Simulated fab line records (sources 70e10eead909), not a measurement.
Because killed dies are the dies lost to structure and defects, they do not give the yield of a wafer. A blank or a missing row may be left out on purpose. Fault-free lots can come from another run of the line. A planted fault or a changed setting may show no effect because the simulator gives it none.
fab line records ; flow nand-harc
record: lots: 12; wafers: 36; last-day: 33
route steps=1302 shown A_CONTACT@1058 END@1302
lots that met no fault: taken from a fault-free run of the same line
start-h: the number of hours between the record's first day and the start of the first shown wafer of the lot ; wait-h: hours since the lot's step before ; " repeats the value in the row above ; L1.1+2: one row covering several wafers at once ; - no value, or no start given ; * or withheld: withheld ; < > ~ a bound
route shown NAME@n: names a module that has steps shown in the file, with the first one's number in the route ; usual: mean and standard deviation over wafers with no fault ; same: alike in all rows ; chamber/n: place in a boat ; sites: per-site readings ; _std_site: standard deviation across them ; _edge_site: outer sites' mean less inner sites' ; radius-mm: for every site, how far away it sits from the centre of the wafer ; mask NAME#n: copy n ; behind: the tool/chamber that last shaped the wafer ; hold: why the lot was held/for how many hours/how that ended ; device: names the non-switching transistor (n, p or np) ; end of line: at the end of the route, the tests of the same wafers ; step lacking rows: just its recipe ; killed: count of dies lost to structure and defects at first sort (not the wafer's yield) ; map: dies across one wafer; x = killed, . = not, _ = none there
set.NAME: the run value of the setting; set.NAME@STEP: its run value at that earlier step ; model.NAME: the simulator's own value behind a step, which no gauge read
one table for each step of the route and one row for each wafer, over a sample of lots
services: from which hour (start-h, from the record's first day; less than 0 if before it) a tool's chamber was out of use, for how many hours, and why
== steps ==
step: NHARC_A_CONTACT_ETCH_97
recipe: target-depth-a: 200; over-etch-frac: 0.5; time-s: 10; ion-energy-ev: 250; c4f6-flow-sccm: 25; o2-flow-sccm: 20; ar-flow-sccm: 500; rf-w: 600; bias-w: 500; chemistry: C4F6/O2
usual: chamber-pressure-mTorr: 30.00/0.043; drypump-motor-current-A: 5.8/0.45; oes-product-au: 0.961/0.025; rf-vpp-V: 547/3.9; showerhead-plenum-p-Torr: 3.93/0.19; throttle-valve-pct: 26.903/0.0085
lot.wafer;tool;chamber;start-h;wait-h;chamber-pressure-mTorr;drypump-motor-current-A;oes-product-au;rf-hours-counter-h;rf-vpp-V;showerhead-plenum-p-Torr;throttle-valve-pct
L745.1;rie-diel-09;0;-;-;29.98;5.2;1.020;3;543;3.74;26.895
L745.4;rie-diel-09;1;-;-;30.01;5.8;1.017;3;552;4.12;26.893
L745.3;rie-diel-09;2;-;-;29.96;5.2;1.019;3;553;4.15;26.898
L744.3;rie-diel-02;3;-;-;30.00;6.6;0.952;34;553;4.17;26.913
L744.4;rie-diel-02;1;-;-;29.99;6.1;0.968;47;546;3.90;26.893
L744.2;rie-diel-02;2;-;-;29.99;6.0;0.948;45;543;3.78;26.910
L746.2;rie-diel-06;1;-;-;30.02;5.2;0.931;8;544;3.77;26.903
L746.1;rie-diel-06;0;-;-;30.01;5.8;0.944;11;551;4.22;26.904
L746.6;rie-diel-06;1;-;-;29.98;5.2;0.945;-;544;3.77;26.897
L748.3;rie-diel-06;2;-;-;30.02;5.7;0.932;13;546;3.88;26.909
L748.6;rie-diel-06;1;-;-;30.00;5.3;0.941;-;544;3.77;26.900
L748.5;rie-diel-06;2;-;-;29.97;5.7;0.930;-;546;3.88;26.902
L751.4;rie-diel-09;2;-;-;29.99;5.2;0.948;27;551;4.14;26.895
L751.1;rie-diel-09;0;-;-;29.99;5.2;0.948;25;543;3.73;26.916
L751.5;rie-diel-09;2;-;-;30.02;5.2;0.948;-;553;4.14;26.909
L750.2;rie-diel-02;0;-;-;30.03;5.8;1.020;2;551;4.12;26.917
L750.3;rie-diel-02;3;-;-;30.02;6.6;1.026;1;553;4.16;26.883
L750.6;rie-diel-02;1;-;-;30.04;6.2;1.030;-;547;3.89;26.906
L752.3;rie-diel-06;1;-;-;29.98;5.3;0.939;17;544;3.76;26.890
L752.1;rie-diel-06;2;-;-;30.04;5.8;0.930;16;547;3.88;26.905
L752.5;rie-diel-06;0;-;-;29.97;5.8;0.942;-;553;4.22;26.907
L760.4;rie-diel-06;2;-;-;29.99;5.8;0.963;1;546;3.87;26.900
L760.6;rie-diel-06;2;-;-;30.00;5.8;0.965;-;546;3.87;26.899
L760.5;rie-diel-06;3;-;-;29.98;5.1;0.954;-;543;3.78;26.915
L761.4;rie-diel-06;3;-;-;29.99;5.1;0.942;2;544;3.78;26.902
L761.5;rie-diel-06;2;-;-;30.04;5.8;0.937;-;547;3.87;26.903
L761.6;rie-diel-06;3;-;-;30.01;5.2;0.948;-;546;3.78;26.893
L762.4;rie-diel-02;0;-;-;29.98;5.7;0.956;45;550;4.09;26.912
L762.1;rie-diel-02;2;-;-;29.97;6.0;0.961;39;545;3.75;26.903
L762.5;rie-diel-02;0;-;-;29.99;5.8;0.949;-;551;4.09;26.920
L765.1;rie-diel-06;2;-;-;30.00;5.8;0.969;5;546;3.87;26.895
L765.4;rie-diel-06;3;-;-;29.98;5.2;0.972;6;544;3.78;26.913
L765.6;rie-diel-06;1;-;-;30.03;5.2;0.956;-;544;3.76;26.920
L766.3;rie-diel-02;2;-;-;30.00;6.0;0.957;52;543;3.74;26.885
L766.4;rie-diel-02;3;-;-;30.01;6.6;0.987;54;552;4.13;26.914
L766.1;rie-diel-02;0;-;-;29.95;5.7;0.952;55;551;4.08;26.906
step: NHARC_A_CONTACT_DEP_84
recipe: target-thk-a: 28000; temp-c: 400; material: aC
usual: throttle-valve-pct: 35.000/0.0088
lot.wafer;tool;chamber;start-h;wait-h;throttle-valve-pct
L745.1;acl-dep-02;0;522.95;-;34.997
L745.3;acl-dep-02;0;522.95;-;34.993
L745.4;acl-dep-02;0;522.95;-;35.002
L744.2;acl-dep-01;0;524.20;-;34.998
L744.3;acl-dep-01;0;524.20;-;34.998
L744.4;acl-dep-01;0;524.20;-;35.006
L746.1;acl-dep-03;0;558.84;-;34.996
L746.2;acl-dep-03;0;558.84;-;34.998
L746.6;acl-dep-03;0;560.26;-;35.011
L748.3;acl-dep-02;0;586.07;-;35.033
L748.5;acl-dep-02;0;586.07;-;34.995
L748.6;acl-dep-02;0;586.07;-;35.013
L751.1;acl-dep-02;0;587.22;-;35.007
L751.4;acl-dep-02;0;587.22;-;35.001
L751.5;acl-dep-02;0;587.22;-;34.987
L750.2;acl-dep-02;0;589.25;-;34.999
L750.3;acl-dep-02;0;589.25;-;35.004
L750.6;acl-dep-02;0;589.25;-;34.992
L752.1;acl-dep-02;0;598.69;-;34.995
L752.3;acl-dep-02;0;598.69;-;34.997
L752.5;acl-dep-02;0;598.69;-;34.998
L760.4;acl-dep-01;0;691.80;-;35.012
L760.5;acl-dep-01;0;691.80;-;34.997
L760.6;acl-dep-01;0;691.80;-;35.001
L761.4;acl-dep-01;0;693.53;-;35.022
L761.5;acl-dep-01;0;693.53;-;35.006
L761.6;acl-dep-01;0;693.53;-;34.989
L762.1;acl-dep-01;0;706.20;-;34.993
L762.4;acl-dep-01;0;706.20;-;34.993
L762.5;acl-dep-01;0;706.20;-;34.988
L765.1;acl-dep-01;0;731.71;-;34.996
L765.4;acl-dep-01;0;731.71;-;34.995
L765.6;acl-dep-01;0;731.71;-;34.994
L766.1;acl-dep-03;0;735.91;-;35.000
L766.3;acl-dep-03;0;735.91;-;34.993
L766.4;acl-dep-03;0;735.91;-;34.992
step: NHARC_A_CONTACT_OVL_MEAS_09
usual: overlay-x-nm: -0.1/1.1; overlay-y-nm: 0.0/0.92
lot.wafer;tool;chamber;start-h;wait-h;overlay-x-nm;overlay-y-nm
L745.1;overlay-02;-;525.37;-;-0.8;-0.3
L745.3;overlay-02;-;525.37;-;-0.7;-0.8
L745.4;overlay-02;-;525.37;-;-0.5;-1.0
L744.2;overlay-01;-;526.54;-;-0.2;-0.9
L744.3;overlay-01;-;526.54;-;-0.3;-0.6
L744.4;overlay-01;-;526.54;-;0.1;-1.1
L746.1;overlay-02;-;561.37;-;-0.2;1.4
L746.2;overlay-02;-;561.37;-;-0.4;1.3
L746.6;overlay-02;-;561.37;-;-0.6;1.5
L748.3;overlay-02;-;588.08;-;-0.3;0.2
L748.5;overlay-02;-;588.08;-;-0.5;0.0
L748.6;overlay-02;-;588.08;-;-0.2;-0.1
L751.1;overlay-02;-;589.62;-;0.4;-1.8
L751.4;overlay-02;-;589.62;-;0.8;-1.5
L751.5;overlay-02;-;589.62;-;1.0;-1.5
L750.2;overlay-01;-;591.40;-;1.7;-0.1
L750.3;overlay-01;-;591.40;-;1.1;-0.2
L750.6;overlay-01;-;591.40;-;1.2;0.3
L752.1;overlay-01;-;601.22;-;0.2;-0.5
L752.3;overlay-01;-;601.22;-;0.2;-1.1
L752.5;overlay-01;-;601.22;-;-0.2;-0.7
L760.4;overlay-02;-;693.49;-;-1.7;0.1
L760.5;overlay-02;-;693.49;-;-1.0;-0.2
L760.6;overlay-02;-;693.49;-;-1.6;0.2
L761.4;overlay-02;-;695.10;-;-1.6;-0.6
L761.5;overlay-02;-;695.10;-;-1.8;-0.7
L761.6;overlay-02;-;695.10;-;-1.7;-0.7
L762.1;overlay-01;-;708.75;-;-1.7;0.5
L762.4;overlay-01;-;708.75;-;-2.0;0.7
L762.5;overlay-01;-;708.75;-;-2.2;-0.2
L765.1;overlay-02;-;734.26;-;-0.8;0.8
L765.4;overlay-02;-;734.26;-;-1.5;0.8
L765.6;overlay-02;-;734.26;-;-0.3;0.7
L766.1;overlay-02;-;738.51;-;-0.8;0.9
L766.3;overlay-02;-;738.51;-;-0.4;0.7
L766.4;overlay-02;-;738.51;-;-0.3;0.4
step: NHARC_A_CONTACT_ETCH_31
recipe: target-depth-a: 28000; over-etch-frac: 0.3; time-s: 728; ion-energy-ev: 150; o2-flow-sccm: 400; cos-flow-sccm: 20; ar-flow-sccm: 0; rf-w: 500; bias-w: 300; chemistry: O2/COS
usual: chamber-pressure-mTorr: 19.999/0.018; drypump-motor-current-A: 5.8/0.45; oes-product-au: 1.002/0.011; rf-vpp-V: 314.4/2.4; showerhead-plenum-p-Torr: 3.14/0.16; throttle-valve-pct: 28.332/0.0093
lot.wafer;tool;chamber;start-h;wait-h;chamber-pressure-mTorr;drypump-motor-current-A;oes-product-au;rf-hours-counter-h;rf-vpp-V;showerhead-plenum-p-Torr;throttle-valve-pct
L745.4;rie-diel-02;3;526.18;-;20.005;6.6;0.988;36;317.5;3.33;28.338
L745.3;rie-diel-02;0;526.18;-;20.000;5.7;0.986;48;316.9;3.29;28.329
L745.1;rie-diel-02;1;526.18;-;20.022;6.1;0.997;48;313.8;3.11;28.341
L744.3;rie-diel-06;3;527.23;-;20.014;5.2;0.987;6;312.7;3.02;28.332
L744.2;rie-diel-06;0;527.23;-;19.994;5.8;0.983;7;318.6;3.37;28.316
L744.4;rie-diel-06;1;527.23;-;20.014;5.3;1.005;4;312.1;3.00;28.334
L746.1;rie-diel-02;1;562.06;-;19.975;6.2;1.006;67;314.1;3.10;28.351
L746.2;rie-diel-02;3;562.06;-;20.005;6.6;1.009;49;316.4;3.32;28.332
L746.6;rie-diel-02;2;562.06;-;20.001;6.0;1.002;-;313.1;3.00;28.316
L748.3;rie-diel-02;0;588.83;-;20.017;5.8;1.006;2;318.0;3.28;28.339
L748.6;rie-diel-02;3;588.83;-;20.014;6.6;1.011;-;314.7;3.32;28.336
L748.5;rie-diel-02;0;588.83;-;19.989;5.8;1.007;-;316.7;3.28;28.322
L751.4;rie-diel-09;3;590.37;-;20.021;6.4;1.003;29;310.6;2.90;28.332
L751.1;rie-diel-09;0;590.37;-;19.988;5.2;1.015;27;310.2;2.96;28.343
L751.5;rie-diel-09;3;590.37;-;20.022;6.4;1.007;-;312.1;2.90;28.326
L750.2;rie-diel-06;0;592.21;-;19.968;5.8;1.002;18;316.9;3.36;28.332
L750.3;rie-diel-06;2;592.21;-;20.023;5.7;0.986;15;313.7;3.09;28.339
L750.6;rie-diel-06;3;592.21;-;20.031;5.1;0.994;-;312.0;3.01;28.332
L752.1;rie-diel-09;0;602.14;-;20.021;5.2;1.008;32;312.3;2.96;28.326
L752.3;rie-diel-09;1;602.14;-;19.955;5.7;0.996;35;317.0;3.27;28.329
L752.5;rie-diel-09;2;602.14;-;20.021;5.2;0.994;-;316.7;3.29;28.329
L760.5;rie-diel-02;0;694.50;-;20.020;5.8;0.871;-;314.7;3.26;28.343
L760.4;rie-diel-02;1;694.50;-;19.992;6.1;1.025;-;313.5;3.08;28.338
L760.6;rie-diel-02;2;694.50;-;19.980;6.1;1.007;-;310.8;2.98;28.349
L761.4;rie-diel-02;3;695.80;-;20.003;6.6;1.025;40;316.3;3.30;28.339
L761.5;rie-diel-02;3;695.80;-;20.005;6.6;1.018;-;317.2;3.30;28.309
L761.6;rie-diel-02;0;695.80;-;19.995;5.8;0.860;-;315.5;3.26;28.335
L762.1;rie-diel-02;0;709.54;-;19.978;5.7;0.871;46;316.5;3.26;28.338
L762.4;rie-diel-02;2;709.54;-;19.986;6.0;0.998;40;311.9;2.98;28.335
L762.5;rie-diel-02;3;709.54;-;19.993;6.6;1.021;-;314.8;3.30;28.315
L765.4;rie-diel-09;2;735.06;-;19.956;5.2;0.997;17;315.7;3.27;28.341
L765.1;rie-diel-09;3;735.06;-;19.985;6.4;0.999;15;317.5;3.36;28.330
L765.6;rie-diel-09;0;735.06;-;19.996;5.2;1.016;-;311.6;2.94;28.344
L766.1;rie-diel-06;3;739.25;-;19.998;5.1;1.010;8;312.7;3.00;28.332
L766.4;rie-diel-06;0;739.25;-;20.005;5.8;0.992;8;318.3;3.35;28.321
L766.3;rie-diel-06;1;739.25;-;20.002;5.2;0.986;8;312.2;2.98;28.332
step: NHARC_END_SORT_01
recipe: temp-c: 25
usual: killed-at-array: 64/20; killed-at-other: 0.7/1.1; killed-at-periphery: 3.6/2.7; killed-dies: 68/20; killed-open: 2.8/1.9; killed-short: 2.3/1.5
same: gross-dies: 677
lot.wafer;tool;chamber;start-h;wait-h;killed-at-array;killed-at-other;killed-at-periphery;killed-dies;killed-open;killed-short
L750.2;prober-02;0;646.36;2.8;86;5;3;94;2;3
L750.3;prober-02;0;647.17;3.1;88;0;2;90;2;0
L750.6;prober-02;0;649.60;4.1;82;1;1;84;1;1
L752.1;prober-01;0;653.32;2.5;57;3;6;66;4;3
L752.3;prober-01;0;654.94;3.1;56;0;5;61;3;0
L752.5;prober-01;0;656.56;3.7;56;0;2;58;4;2
L761.4;prober-02;0;748.42;3.4;61;0;2;63;0;0
L761.5;prober-02;0;749.23;3.7;58;1;13;72;4;5
L761.6;prober-02;0;750.03;4.0;207;0;8;215;7;0
L760.4;prober-01;0;748.42;3.4;91;0;3;94;3;2
L760.5;prober-01;0;749.22;3.7;324;3;8;335;9;3
L760.6;prober-01;0;750.02;4.0;80;1;4;85;1;0
L762.1;prober-01;0;762.14;2.5;259;0;4;263;3;5
L762.4;prober-01;0;764.56;3.4;69;1;9;79;6;3
L762.5;prober-01;0;765.37;3.7;53;0;6;59;1;3
killed by level:class
L750.2 A_CHANNEL_HOLE_D1:chamber-film-flake=34 A_SLIT:chamber-film-flake=27 A_CHANNEL_HOLE_D2:chamber-film-flake=15 THIN_TSV:chamber-film-flake=5 A_CONTACT:chamber-film-flake=4 A_SOURCE_PLATE:geometric-particle:short=2 P_GATE:geometric-particle:open=1 P_CONTACT:geometric-particle:open=1
L750.3 A_CHANNEL_HOLE_D1:chamber-film-flake=36 A_SLIT:chamber-film-flake=30 A_CHANNEL_HOLE_D2:chamber-film-flake=10 A_STAIRCASE:chamber-film-flake=3 A_CHANNEL_FILL_D1:chamber-film-flake=2 A_CHANNEL_FILL_D2:chamber-film-flake=2 A_CONTACT:chamber-film-flake=2 A_CHANNEL_FILL_D1:geometric-particle:open=1
L750.6 A_CHANNEL_HOLE_D1:chamber-film-flake=35 A_SLIT:chamber-film-flake=24 A_CHANNEL_HOLE_D2:chamber-film-flake=13 A_WL_FILL:chamber-film-flake=3 A_CONTACT:chamber-film-flake=3 A_ONON_D1:geometric-particle:short=1 A_CHANNEL_FILL_D1:geometric-particle:open=1 P_STI:chamber-film-flake=1
L752.1 A_CHANNEL_HOLE_D1:chamber-film-flake=26 A_CHANNEL_HOLE_D2:chamber-film-flake=14 A_CONTACT:chamber-film-flake=4 A_M0:chamber-film-flake=4 P_BONDPAD:chamber-film-flake=2 THIN_TSV:chamber-film-flake=2 A_CHANNEL_FILL_D2:chamber-film-flake=2 A_SLIT:chamber-film-flake=2
L752.3 A_CHANNEL_HOLE_D1:chamber-film-flake=29 A_CHANNEL_HOLE_D2:chamber-film-flake=14 A_SLIT:chamber-film-flake=5 P_STI:chamber-film-flake=3 A_STAIRCASE:chamber-film-flake=2 A_M0:chamber-film-flake=2 A_CHANNEL_FILL_D1:geometric-particle:open=1 A_SGD_CUT:geometric-particle:open=1
L752.5 A_CHANNEL_HOLE_D1:chamber-film-flake=28 A_CHANNEL_HOLE_D2:chamber-film-flake=14 A_SLIT:chamber-film-flake=3 A_CONTACT:chamber-film-flake=3 A_SOURCE_PLATE:geometric-particle:short=1 A_CHANNEL_HOLE_D1:geometric-particle:open=1 A_M0:geometric-particle:short=1 A_BLC:geometric-particle:open=1
L761.4 A_SLIT:chamber-film-flake=35 A_CHANNEL_HOLE_D1:chamber-film-flake=13 A_STAIRCASE:chamber-film-flake=7 A_CONTACT:chamber-film-flake=4 P_ZERO_WELL:chamber-film-flake=1 P_M1:chamber-film-flake=1 A_ZERO_WELL:chamber-film-flake=1 A_CHANNEL_FILL_D2:chamber-film-flake=1
L760.4 A_CHANNEL_HOLE_D1:chamber-film-flake=33 A_CHANNEL_HOLE_D2:chamber-film-flake=26 A_CONTACT:chamber-film-flake=14 A_SLIT:chamber-film-flake=8 A_STAIRCASE:chamber-film-flake=4 A_CHANNEL_FILL_D2:geometric-particle:open=2 P_GATE:chamber-film-flake=2 A_CHANNEL_FILL_D1:geometric-particle:short=1
L760.5 A_CONTACT:area-etch=240 A_CHANNEL_HOLE_D2:chamber-film-flake=34 A_CHANNEL_HOLE_D1:chamber-film-flake=33 A_CONTACT:chamber-film-flake=5 HYBRID_BOND:chamber-film-flake=3 P_M0:geometric-particle:open=2 A_WL_FILL:geometric-particle:open=2 P_GATE:chamber-film-flake=2
L761.5 A_SLIT:chamber-film-flake=30 A_STAIRCASE:chamber-film-flake=10 A_CHANNEL_HOLE_D1:chamber-film-flake=9 P_M1:chamber-film-flake=5 A_CONTACT:chamber-film-flake=4 P_CONTACT:geometric-particle:short=2 P_GATE:chamber-film-flake=2 P_M1:geometric-particle:short=1
L760.6 A_CHANNEL_HOLE_D1:chamber-film-flake=32 A_CHANNEL_HOLE_D2:chamber-film-flake=32 A_CONTACT:chamber-film-flake=10 A_SLIT:chamber-film-flake=4 P_STI:chamber-film-flake=2 A_STAIRCASE:chamber-film-flake=2 STARTING-WAFER:geometric-particle:open=1 P_ZERO_WELL:chamber-film-flake=1
L761.6 A_CONTACT:area-etch=151 A_SLIT:chamber-film-flake=25 A_CHANNEL_HOLE_D1:chamber-film-flake=8 A_STAIRCASE:chamber-film-flake=8 A_CONTACT:chamber-film-flake=7 P_ZERO_WELL:chamber-film-flake=4 A_CHANNEL_FILL_D2:geometric-particle:open=2 P_GATE:chamber-film-flake=2
L762.1 A_CONTACT:area-etch=194 A_SLIT:chamber-film-flake=33 A_CHANNEL_HOLE_D1:chamber-film-flake=11 A_CHANNEL_FILL_D1:chamber-film-flake=4 A_STAIRCASE:chamber-film-flake=4 A_CONTACT:chamber-film-flake=4 A_WL_FILL:geometric-particle:short=2 P_STI:geometric-particle:short=1
L762.4 A_SLIT:chamber-film-flake=32 A_CHANNEL_HOLE_D1:chamber-film-flake=19 A_CONTACT:chamber-film-flake=3 A_M0:geometric-particle:open=2 P_GATE:chamber-film-flake=2 P_M0:chamber-film-flake=2 A_CHANNEL_HOLE_D2:chamber-film-flake=2 A_STAIRCASE:chamber-film-flake=2
L762.5 A_SLIT:chamber-film-flake=29 A_CHANNEL_HOLE_D1:chamber-film-flake=8 A_STAIRCASE:chamber-film-flake=5 A_CONTACT:chamber-film-flake=5 P_M0:chamber-film-flake=4 P_M1:chamber-film-flake=2 A_CHANNEL_HOLE_D1:geometric-particle:short=1 A_CONTACT:geometric-particle:open=1
== services ==
tool;chamber;start-h;hours;kind
rie-diel-02;0;505.58;-;clean
rie-diel-02;1;505.58;-;clean
rie-diel-02;2;505.58;-;clean
rie-diel-02;3;505.58;-;clean
rie-diel-06;1;506.86;6.1;repair
acl-dep-02;-;540.91;10.6;repair
rie-diel-06;2;550.43;13.4;repair
acl-dep-01;-;555.00;13.0;pm
rie-diel-06;-;559.49;0.5;repair
rie-diel-02;-;572.90;9.0;pm
rie-diel-06;-;600.79;1.0;repair
acl-dep-02;-;608.36;13.0;pm
rie-diel-09;0;627.47;2.9;repair
rie-diel-02;-;642.04;1.2;repair
rie-diel-06;-;666.76;9.0;pm
acl-dep-03;-;668.01;13.0;pm
rie-diel-09;-;674.21;9.0;pm
rie-diel-02;3;691.66;2.9;repair
rie-diel-02;-;707.07;0.2;repair
acl-dep-01;-;710.99;1.7;repair
rie-diel-06;2;711.45;9.1;repair
rie-diel-09;1;720.68;1.7;repair
rie-diel-09;1;724.68;3.9;repair
acl-dep-01;-;736.00;13.0;pm
== key ==
first-sign: step: NHARC_A_CONTACT_ETCH_31; reading: oes-product-au; direction: down; sigmas: 12; usual: 1.002; struck: 0.867
effect: step: NHARC_END_SORT_01; reading: killed-dies; direction: up; sigmas: 10; usual: 68; struck: 271
more-kills-born-at: NHARC_A_CONTACT_ETCH_31@rie-diel-02: 585
met-at NHARC_A_CONTACT_ETCH_31
struck-lots L760,L761,L762
struck-wafers L760.5,L761.6,L762.1
tester-left-out L760,L761,L762
not-acting-at NHARC_A_CONTACT_ETCH_97,NHARC_A_CONTACT_DEP_84,NHARC_A_CONTACT_OVL_MEAS_09
onset-between 588.83 694.50
fault: kind: process-parameter-drift; tool: rie-diel-02; chamber: 0; onset-h: 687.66; steps: NHARC_A_CONTACT_ETCH_31; channel: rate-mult; offset: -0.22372; shape: step; end-h: 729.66
tester-left-out: of these lots the tester's yield and bins aren't shown, on N5 and GAA mostly nor the transistor test; their killed dies are dies lost to structure and defects alone, not to doping, threshold or leakage, so they don't give the yield
